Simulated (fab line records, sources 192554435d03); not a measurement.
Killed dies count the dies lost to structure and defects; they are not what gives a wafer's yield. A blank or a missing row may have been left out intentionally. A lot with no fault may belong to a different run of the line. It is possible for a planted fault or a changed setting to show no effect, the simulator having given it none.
fab line records	flow n5Finfet
record: lots: 11	wafers: 32	lastDay: 17
route steps=1938 shown BEOL_M4@1111 BEOL_M13@1694 BEOL_M14@1727 PASSIVATION@1936
lots untouched by any fault: they come from a run of this same line in which no faults occurred
startH: hours from the record's opening day to when the first of the lot's shown wafers began	waitH: time in hours since the lot's previous step	" repeats the value in the row above	L1.1+2: one row covering several wafers at once	- no value, or no start given	* or withheld: withheld	< > ~ a bound
route shown NAME@n: names a module that has steps shown in the file, with the first one's number in the route	usual: average and standard deviation across the fault-free wafers	same: alike in all rows	chamber/n: place in a boat	sites: readings site by site	_std_site: standard deviation across them	_edge_site: mean of outer sites minus mean of inner sites	radiusMm: for every site, how far away it sits from the centre of the wafer	mask NAME#n: copy n	behind: the last tool/chamber to shape the wafer	hold: why the lot went on hold/how many hours it stayed there/how the hold came to an end	device: the transistor (n, p or np) that didn't switch	end of line: the tests these same wafers got at the end of their route	for a step that has no rows: nothing shown but its recipe	killed: dies lost to structure and defects at the first sort, not the wafer's yield	map: dies across one wafer; x = killed, . = not, _ = none there
set.NAME: the setting the step ran with; set.NAME@STEP: the setting that earlier step ran with	model.NAME: the simulator's own value behind a step, which no gauge read
the route's steps for a sample of lots (tables are steps, rows are wafers)
services: the hour from which a tool's chamber was out of use, counted from the record's first day as startH (under 0 if before that day), plus the number of hours and why
== steps ==
step: N5_BEOL_M4_RC_MEAS_101
usual: DIBL_N: 36.6/2.1	DIBL_P: 36.3/2.2	IOFF_N: 0.16/0.036	IOFF_P: 0.21/0.038	ION_N: 671/12	ION_P: 460/7.5	SS_N: 71.8/0.72	SS_P: 73.3/0.72	VT_N: 250/3.2	VT_P: -250/3.5
lot.wafer	tool	chamber	startH	waitH	DIBL_N[mV/V]	DIBL_P[mV/V]	IOFF_N[nA/um]	IOFF_P[nA/um]	ION_N[uA/um]	ION_P[uA/um]	SS_N[mV/dec]	SS_P[mV/dec]	VT_N[mV]	VT_P[mV]
L703.1	prober-02	0	162.49	0.0	40.1	39.8	0.20	0.21	675	456	72.6	73.9	248	-254
L703.2	"	0	"	"	35.0	35.4	0.12	0.16	655	453	71.2	72.8	253	-257
L703.3	"	0	"	"	37.9	38.1	0.16	0.19	669	456	71.4	73.9	252	-257
L705.2	prober-02	0	179.72	0.2	35.4	36.4	0.17	0.22	661	459	72.0	74.1	250	-251
L705.5	"	0	"	"	36.8	37.3	0.20	0.23	678	460	72.4	74.3	245	-250
L705.6	"	0	"	"	38.4	40.0	0.23	0.28	680	461	72.7	74.9	243	-248
L706.1	prober-01	0	181.14	0.0	36.6	35.8	0.18	0.21	674	458	71.9	73.5	249	-251
L706.2	"	0	"	"	34.7	33.8	0.14	0.18	670	463	71.7	73.2	250	-254
L706.5	"	0	"	"	35.2	33.3	0.14	0.17	664	452	71.7	72.9	251	-253
L707.2	prober-01	0	185.55	0.2	39.1	39.6	0.20	0.25	683	458	72.3	74.0	249	-247
L707.4	"	0	"	"	34.7	33.7	0.13	0.17	654	451	71.3	72.3	252	-252
L707.6	"	0	"	"	33.8	33.0	0.11	0.15	656	454	70.9	72.3	252	-255
L708.1	prober-01	0	192.08	0.0	37.5	36.5	0.18	0.23	673	463	71.3	73.2	247	-248
L708.2	"	0	"	"	38.7	37.5	0.21	0.27	697	474	72.4	73.8	246	-245
L708.4	"	0	"	"	39.7	39.3	0.24	0.32	686	464	72.7	74.3	242	-242
L715.2	prober-01	0	227.19	0.2	36.3	36.0	0.15	0.20	648	449	71.5	72.8	251	-248
L715.3	"	0	"	"	38.9	39.8	0.22	0.26	677	462	72.6	73.6	246	-245
L714.1	prober-02	0	242.64	0.1	38.5	40.2	0.19	0.22	668	455	71.9	73.7	248	-253
L714.4	"	0	"	"	32.7	32.7	0.10	0.13	649	448	70.5	71.0	256	-255
L714.5	"	0	"	"	37.1	37.2	0.17	0.18	660	448	72.6	72.8	251	-255
L716.4	prober-01	0	242.73	0.5	40.5	39.9	0.23	0.26	696	469	72.1	74.7	244	-249
L716.5	"	0	"	"	42.0	42.1	0.27	0.30	694	470	73.8	74.8	246	-244
L716.6	"	0	"	"	40.0	37.6	0.20	0.21	666	452	73.2	73.8	249	-251
L722.1	prober-01	0	279.65	0.0	37.1	38.6	0.14	0.21	657	457	71.7	74.2	252	-251
L722.3	"	0	"	"	36.6	35.5	0.13	0.16	653	443	71.6	73.5	254	-257
L722.4	"	0	"	"	35.7	35.3	0.12	0.16	648	447	71.1	72.5	255	-254
L723.4	prober-02	0	283.35	0.5	37.9	37.7	0.18	0.22	672	451	71.8	73.7	250	-253
L723.5	"	0	"	"	35.5	35.2	0.14	0.19	667	457	71.7	72.5	254	-254
L723.6	"	0	"	"	36.4	36.9	0.16	0.22	682	462	71.6	73.5	249	-251
L726.3	prober-02	0	300.27	0.3	35.4	34.1	0.15	0.20	671	462	70.7	73.4	250	-248
L726.4	"	0	"	"	36.7	37.2	0.17	0.27	686	478	71.8	73.5	247	-245
L726.6	"	0	"	"	36.5	36.3	0.16	0.23	678	467	71.5	74.0	249	-246
step: N5_BEOL_M13_ETCH_68
recipe: chemistry: N2/H2	target: SOC	maskMaterial: SiARC	sourceW: 3000	biasW: 350	tempC: 40	timeS: 355	ionEnergyEv: 200	pressureMtorr: 30	n2FlowSccm: 200	h2FlowSccm: 200
usual: drypumpMotorCurrentA: 5.75/0.26	oesProductAu: 0.76/0.077	rfVppV: 523.6/2.5	showerheadPlenumPTorr: 2.54/0.089	throttleValvePct: 17.85/0.2
lot.wafer	tool	chamber	startH	waitH	drypumpMotorCurrentA	oesProductAu	rfHoursCounterH	rfVppV	showerheadPlenumPTorr	throttleValvePct
L703.1	rieDiel-03	3	233.50	0.1	5.28	0.73	196	521.0	2.53	17.98
L703.2	"	0	"	"	5.37	0.71	215	524.2	2.52	18.09
L703.3	"	1	"	"	6.25	0.70	208	520.8	2.42	18.03
L706.1	rieDiel-05	3	248.99	0.1	6.11	0.87	36	526.7	2.70	17.90
L706.2	"	2	"	"	5.59	0.85	68	525.2	2.57	17.59
L706.5	"	3	"	"	6.12	0.86	-	527.9	2.70	17.91
L705.2	rieDiel-05	2	250.42	0.1	5.59	0.85	68	524.7	2.57	17.61
L705.5	"	1	"	"	5.77	0.73	-	523.9	2.51	17.51
L705.6	"	2	"	"	5.58	0.85	-	524.8	2.57	17.60
L707.2	rieDiel-05	1	252.96	0.1	5.76	0.72	187	523.5	2.51	17.52
L707.4	"	2	"	"	5.57	0.84	70	524.9	2.57	17.62
L707.6	"	3	"	"	6.15	0.86	-	528.8	2.70	17.92
L708.1	rieDiel-05	2	266.06	0.1	5.54	0.84	72	524.5	2.57	17.61
L708.2	"	3	"	"	6.08	0.86	41	528.8	2.70	17.92
L708.4	"	1	"	"	5.75	0.72	190	524.9	2.51	17.52
L715.2	rieDiel-06	3	297.40	0.1	5.82	0.85	73	523.7	2.58	17.99
L715.3	"	0	"	"	5.84	0.71	185	523.3	2.51	18.01
L714.1	rieDiel-06	1	308.33	0.1	5.89	0.70	211	527.2	2.63	17.96
L714.4	"	0	"	"	5.83	0.70	188	522.8	2.51	18.01
L714.5	"	1	"	"	5.92	0.70	-	526.2	2.63	17.98
L716.4	rieDiel-06	3	308.88	0.1	5.77	0.85	77	523.8	2.58	17.98
L716.5	"	3	"	"	5.81	0.85	-	524.7	2.58	17.98
L716.6	"	2	"	"	5.54	0.68	-	522.8	2.51	17.90
L722.1	rieDiel-03	2	350.89	0.1	5.53	0.84	47	527.3	2.70	17.64
L722.3	"	3	"	"	5.26	0.71	234	521.8	2.51	18.07
L722.4	"	1	"	"	6.24	0.68	-	521.1	2.40	18.07
L723.4	rieDiel-05	2	356.64	0.1	5.59	0.82	96	525.0	2.56	17.65
L723.5	"	1	"	"	5.75	0.70	-	524.2	2.50	17.56
L723.6	"	0	"	"	5.85	0.70	-	520.2	2.41	17.97
L726.3	rieDiel-03	3	370.81	0.1	5.23	0.70	243	521.0	2.51	18.08
L726.4	"	2	"	"	5.56	0.82	-	528.3	2.70	17.65
L726.6	"	3	"	"	5.23	0.70	-	523.9	2.51	18.08
step: N5_BEOL_M13_DEGAS_41
recipe: ambient: vacuum	tempC: 250	timeS: 60
usual: heaterPowerW: 325/30
lot.wafer	tool	chamber	startH	waitH	heaterPowerW
L703.1	pvdSputter-03	-	235.61	0.2	256
L703.2	"	-	"	"	328
L703.3	"	-	"	"	357
L706.1	pvdSputter-03	-	249.72	0.0	348
L706.2	"	-	"	"	254
L706.5	"	-	"	"	303
L705.2	pvdSputter-02	-	251.75	0.0	336
L705.5	"	-	"	"	302
L705.6	"	-	"	"	338
L707.2	pvdSputter-03	-	254.67	0.7	294
L707.4	"	-	"	"	355
L707.6	"	-	"	"	329
L708.1	pvdSputter-01	-	267.79	0.5	360
L708.2	"	-	"	"	355
L708.4	"	-	"	"	303
L715.2	pvdSputter-02	-	299.85	0.7	303
L715.3	"	-	"	"	327
L714.1	pvdSputter-03	-	312.61	0.3	305
L714.4	"	-	"	"	351
L714.5	"	-	"	"	328
L716.4	pvdSputter-02	-	312.68	0.3	300
L716.5	"	-	"	"	307
L716.6	"	-	"	"	340
L722.1	pvdSputter-02	-	352.78	0.5	330
L722.3	"	-	"	"	304
L722.4	"	-	"	"	352
L723.4	pvdSputter-02	-	359.14	0.3	352
L723.5	"	-	"	"	364
L723.6	"	-	"	"	324
L726.3	pvdSputter-03	-	376.21	0.3	317
L726.4	"	-	"	"	303
L726.6	"	-	"	"	342
step: N5_BEOL_M13_ECD_47
recipe: material: Cu	targetThkA: 9360
lot.wafer	tool	chamber	startH	waitH
L703.1+2+3	ecdCu-01	1,0,0	235.97	0.1
L706.1+2+5	ecdCu-01	0,1,0	250.08	0.1
L705.2+5+6	ecdCu-01	0,0,1	252.10	0.1
L707.2+4+6	ecdCu-01	0,1,1	255.03	0.1
L708.1+2+4	ecdCu-01	0,1,1	268.15	0.1
L715.2+3	ecdCu-01	0,1	300.21	0.1
L714.1+4+5	ecdCu-01	0,1,1	312.97	0.1
L716.4+5+6	ecdCu-02	1,0,1	313.12	0.2
L722.1+3+4	ecdCu-01	1,1,0	353.14	0.1
L723.4+5+6	ecdCu-01	1,0,1	359.54	0.1
L726.3+4+6	ecdCu-02	0,1,1	376.62	0.1
step: N5_BEOL_M14_OVL_MEAS_11
recipe: pointsPerWafer: 44
usual: V13_OVL: 2/4.6
lot.wafer	tool	chamber	startH	waitH	V13_OVL[nm]
L703.1	overlay-02	0	237.45	0.0	0
L703.2	"	0	"	"	5
L703.3	"	0	"	"	2
L708.1	overlay-02	0	270.01	0.0	6
L708.2	"	0	"	"	4
L708.4	"	0	"	"	18
L715.2	overlay-02	0	301.77	0.0	9
L715.3	"	0	"	"	-3
L714.1	overlay-01	0	314.56	0.1	1
L714.4	"	0	"	"	2
L714.5	"	0	"	"	-5
L716.4	overlay-01	0	314.86	0.1	2
L716.5	"	0	"	"	2
L716.6	"	0	"	"	4
L722.1	overlay-01	0	354.72	0.0	8
L722.3	"	0	"	"	10
L722.4	"	0	"	"	5
L723.4	overlay-02	0	361.00	0.0	1
L723.5	"	0	"	"	4
L723.6	"	0	"	"	-2
L726.3	overlay-01	0	378.09	0.0	1
L726.4	"	0	"	"	1
L726.6	"	0	"	"	6
step: N5_PASSIVATION_PROBE_49
usual: defectLimitedYield: 91.1/1.4	killed_at_M0_to_M3: 33/9.1	killed_at_M4_up: 14/5.6	killedAtContacts: 13/5.7	killedAtFrontEnd: 42/12	killedAtOther: 4/3	killedDies: 105/16	killedOnRim: 13/4	killedOpen: 69/11	killedShort: 34/7.5	sort_bin_4_leakage: 0.00/0.0072	sort_bin_5_function: 5.2/0.91	sort_bin_6_memory: 3.3/0.64	sortNPass: 1075/16	sortYieldPct: 91.1/1.4
same: grossDies: 1180	killedAtBackSide: 0	sort_bin_8_speed[%]: 0
lot.wafer	tool	chamber	startH	waitH	defectLimitedYield[%]	killed_at_M0_to_M3	killed_at_M4_up	killedAtContacts	killedAtFrontEnd	killedAtOther	killedDies	killedOnRim	killedOpen	killedShort	sort_bin_4_leakage[%]	sort_bin_5_function[%]	sort_bin_6_memory[%]	sortNPass	sortYieldPct[%]
L706.1	prober-01	-	274.06	0.0	0	60	1055	14	51	0	1180	152	90	48	0	95.3	4.4	0	0
L706.2	prober-01	-	274.11	0.1	0	49	1085	5	40	1	1180	152	67	40	0	96.4	3.1	0	0
L706.5	prober-01	-	274.26	0.2	0	44	1080	14	38	4	1180	152	71	39	0	95.8	3.8	0	0
L705.2	prober-02	-	281.85	0.1	0	31	1089	30	25	5	1180	152	73	33	0	96.5	3.4	0	0
L705.5	prober-02	-	282.00	0.2	0	23	1117	11	24	5	1180	152	59	23	0	97.1	2.8	0	0
L705.6	prober-02	-	282.05	0.3	0	25	1110	11	29	5	1180	152	64	30	0	96.9	2.9	0	0
L707.2	prober-01	-	283.81	0.1	0	18	1090	19	51	2	1180	152	61	42	0	96.2	3.3	0	0
L707.4	prober-01	-	283.91	0.2	0	30	1096	14	33	7	1180	152	54	40	0	96.8	2.9	0	0
L707.6	prober-01	-	284.01	0.3	0	35	1096	14	34	1	1180	152	61	32	0	97.4	2.3	0	0
L714.1	prober-01	-	340.73	0.0	90.8	24	21	9	53	2	109	11	80	28	0	4.7	4.2	1071	90.8
L714.4	prober-01	-	340.88	0.2	92.4	17	12	16	44	1	90	12	65	22	0	4.0	3.3	1090	92.4
L714.5	prober-01	-	340.93	0.2	91.0	26	12	10	54	4	106	17	72	32	0	4.9	3.8	1074	91.0
killed by level:class
L706.1 BEOL_M13:areaEcd=1042 FIN_SAQP:geometricParticle:short=16 BEOL_M3:geometricParticle:open=15 BEOL_M1:geometricParticle:open=13 BEOL_M0_SAQP:geometricParticle:open=11 FIN_SAQP:geometricParticle:open=10 MOL_CONTACT_COAG:geometricParticle:open=9 BEOL_M2:geometricParticle:open=7
L706.2 BEOL_M13:areaEcd=1073 BEOL_M1:geometricParticle:open=17 FIN_SAQP:geometricParticle:short=12 BEOL_M3:geometricParticle:open=8 BEOL_M4:geometricParticle:open=8 FIN_SAQP:geometricParticle:open=6 GATE_CUT:geometricParticle:short=6 MOL_CONTACT_COAG:geometricParticle:open=5
L706.5 BEOL_M13:areaEcd=1070 BEOL_M1:geometricParticle:open=14 STI_FIN_REVEAL:geometricParticle:open=11 MOL_CONTACT_COAG:geometricParticle:open=11 BEOL_M0_SAQP:geometricParticle:short=8 BEOL_M0_SAQP:geometricParticle:open=6 BEOL_M1:geometricParticle:short=6 BEOL_M4:geometricParticle:open=5
L705.2 BEOL_M13:areaEcd=1074 MOL_CONTACT_COAG:geometricParticle:open=23 BEOL_M3:geometricParticle:open=8 MOL_CONTACT_COAG:geometricParticle:short=7 BEOL_M2:geometricParticle:open=6 BEOL_M5:geometricParticle:open=6 GATE_CUT:geometricParticle:short=5 BEOL_M0_SAQP:geometricParticle:open=5
L705.5 BEOL_M13:areaEcd=1097 BEOL_M4:geometricParticle:open=11 MOL_CONTACT_COAG:geometricParticle:open=10 BEOL_M3:geometricParticle:open=10 FIN_SAQP:geometricParticle:short=5 FIN_SAQP:geometricParticle:open=4 GATE_CUT:geometricParticle:short=4 BEOL_M1:geometricParticle:open=4
L705.6 BEOL_M13:areaEcd=1086 BEOL_M3:geometricParticle:open=14 MOL_CONTACT_COAG:geometricParticle:open=10 FIN_SAQP:geometricParticle:short=5 GATE_CUT:geometricParticle:short=5 BEOL_M2:geometricParticle:open=5 BEOL_M4:geometricParticle:short=5 STARTING-WAFER:geometricParticle:open=5
L707.2 BEOL_M13:areaEcd=1077 MOL_CONTACT_COAG:geometricParticle:open=15 FIN_SAQP:geometricParticle:short=12 BEOL_M0_SAQP:geometricParticle:short=9 DUMMY_GATE:geometricParticle:open=8 FIN_SAQP:geometricParticle:open=6 GATE_CUT:geometricParticle:short=6 ILD0:geometricParticle:open=5
L707.4 BEOL_M13:areaEcd=1083 FIN_SAQP:geometricParticle:short=12 BEOL_M0_SAQP:geometricParticle:short=11 MOL_CONTACT_COAG:geometricParticle:open=11 FIN_SAQP:geometricParticle:open=8 BEOL_M1:geometricParticle:open=7 BEOL_M0_SAQP:geometricParticle:open=6 GATE_CUT:geometricParticle:open=3
L707.6 BEOL_M13:areaEcd=1086 GATE_CUT:geometricParticle:open=8 MOL_CONTACT_COAG:geometricParticle:open=8 BEOL_M0_SAQP:geometricParticle:short=8 FIN_SAQP:geometricParticle:open=7 BEOL_M2:geometricParticle:open=7 BEOL_M3:geometricParticle:open=7 GATE_CUT:geometricParticle:short=6
L714.1 FIN_SAQP:geometricParticle:open=15 BEOL_M4:geometricParticle:open=11 BEOL_M3:geometricParticle:open=10 STI_FIN_REVEAL:geometricParticle:open=9 GATE_CUT:geometricParticle:open=7 MOL_CONTACT_COAG:geometricParticle:open=7 FIN_SAQP:geometricParticle:short=5 DUMMY_GATE:geometricParticle:open=5
L714.4 MOL_CONTACT_COAG:geometricParticle:open=13 FIN_SAQP:geometricParticle:open=12 STI_FIN_REVEAL:geometricParticle:open=12 BEOL_M3:geometricParticle:open=5 FIN_SAQP:geometricParticle:short=4 BEOL_M1:geometricParticle:open=4 BEOL_M1:geometricParticle:short=4 STI_FIN_REVEAL:geometricParticle:short=3
L714.5 STI_FIN_REVEAL:geometricParticle:open=15 FIN_SAQP:geometricParticle:short=9 MOL_CONTACT_COAG:geometricParticle:open=9 BEOL_M3:geometricParticle:open=8 FIN_SAQP:geometricParticle:open=7 STI_FIN_REVEAL:geometricParticle:short=6 BEOL_M1:geometricParticle:open=6 BEOL_M4:geometricParticle:open=5
== services ==
tool	chamber	startH	hours	kind
rieDiel-03	2	214.25	38.8	repair
ecdCu-02	-	237.28	4.0	repair
rieDiel-06	0	270.40	9.1	repair
rieDiel-05	2	270.47	12.0	repair
rieDiel-05	3	312.55	6.6	repair
rieDiel-06	2	316.25	-	clean
rieDiel-06	2	316.25	-	consumableReplace:focusRing
rieDiel-06	2	316.25	14.1	scheduledDown
rieDiel-06	2	316.25	14.1	ventCycle
rieDiel-05	2	317.23	1.2	repair
rieDiel-03	2	331.22	2.2	repair
rieDiel-03	0	341.81	-	clean
rieDiel-03	0	341.81	-	consumableReplace:focusRing
rieDiel-03	0	341.81	16.5	scheduledDown
rieDiel-03	0	341.81	16.5	ventCycle
rieDiel-03	1	358.73	-	clean
rieDiel-03	1	358.73	-	consumableReplace:focusRing
rieDiel-03	1	358.73	-	consumableReplace:showerhead
rieDiel-03	1	358.73	27.6	scheduledDown
rieDiel-03	1	358.73	27.6	ventCycle
pvdSputter-01	-	369.52	1.8	repair
pvdSputter-01	-	371.87	3.5	repair
== key ==
firstSign: step: N5_PASSIVATION_PROBE_49	reading: killed_at_M4_up	direction: up	sigmas: 99+	usual: 14	struck: 1091
effect: step: N5_PASSIVATION_PROBE_49	reading: sort_bin_5_function	direction: up	sigmas: 99+	usual: 5.2	struck: 96.5
moreKillsBornAt: N5_BEOL_M13_ECD_47@ecdCu-01: 9688
metAt N5_BEOL_M13_ECD_47
struckLots L705,L706,L707
laterRowsLeftOut L705.2,L705.5,L705.6,L706.1,L706.2,L706.5,L707.2,L707.4,L707.6
notActingAt N5_BEOL_M13_ETCH_68,N5_BEOL_M13_DEGAS_41,N5_BEOL_M14_OVL_MEAS_11
onsetBetween 235.97 250.08
fault: kind: skippedStepWhole	tool: ecdCu-01	chamber: -	onsetH: 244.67	steps: N5_BEOL_M13_ECD_47	scope: struckLotsOnly
laterRowsLeftOut: the simulator's readings of these wafers behind a module that went badly wrong aren't trusted and aren't shown, but for the sort
